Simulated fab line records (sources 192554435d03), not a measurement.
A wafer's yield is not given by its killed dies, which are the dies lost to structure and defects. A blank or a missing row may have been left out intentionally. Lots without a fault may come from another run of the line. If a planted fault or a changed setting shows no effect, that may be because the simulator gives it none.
Chamber matching -- flow n5-finfet -- 3 sister chambers for N5_FIN_SAQP_PECVD_47 on pecvd-03
The step deposits a-Si from SiH4/He, target thk 45 nm, time 36.3 s. 6 wafers are shown with their chamber, then 9 later ones without.

WAFERS, EACH WITH ITS CHAMBER
wafer,chamber,throttle-valve-pct (%),showerhead-plenum-p-Torr (Torr)
L078.1,2,18.1,5.659
L081.5,0,18.0,5.663
L081.6,1,16.9,5.620
L082.1,0,17.9,5.655
L082.2,1,16.7,5.622
L082.3,2,18.2,5.656

WAFERS MISSING THEIR CHAMBER
wafer,throttle-valve-pct (%),showerhead-plenum-p-Torr (Torr)
L091.1,16.5,5.622
L091.2,18.5,5.669
L091.6,16.9,5.608
L092.1,18.1,5.657
L092.3,16.5,5.617
L092.4,16.5,5.611
L096.2,17.9,5.637
L096.4,18.0,5.645
L096.5,16.5,5.631

THE CHAMBER EACH PASSED THROUGH
wafer,from the rows above,in truth
L091.1,1,1
L091.2,can't be placed: 2 or 0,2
L091.6,1,1
L092.1,can't be placed: 2 or 0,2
L092.3,1,1
L092.4,1,1
L096.2,can't be placed: 0 or 2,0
L096.4,can't be placed: 2 or 0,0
L096.5,1,1
Placed correctly: 5 of 9. From these rows, 4 cannot be placed; in 4 the true chamber is one of the candidates. Placed wrongly: 0.
How it was worked out, from the rows above alone: a wafer's distance from a chamber is the root of the sum, over the readings, of the square of ((its reading less the chamber's mean) divided by the reading's scatter). If the next closest chamber is less than 2 further off than the closest, the wafer can't be placed; otherwise it belongs to the closest. A chamber's mean is the mean of its shown wafers. The scatter is the square root of a quotient: the sum, over the shown wafers, of each reading's squared deviation from its chamber's mean, divided by wafers minus chambers.
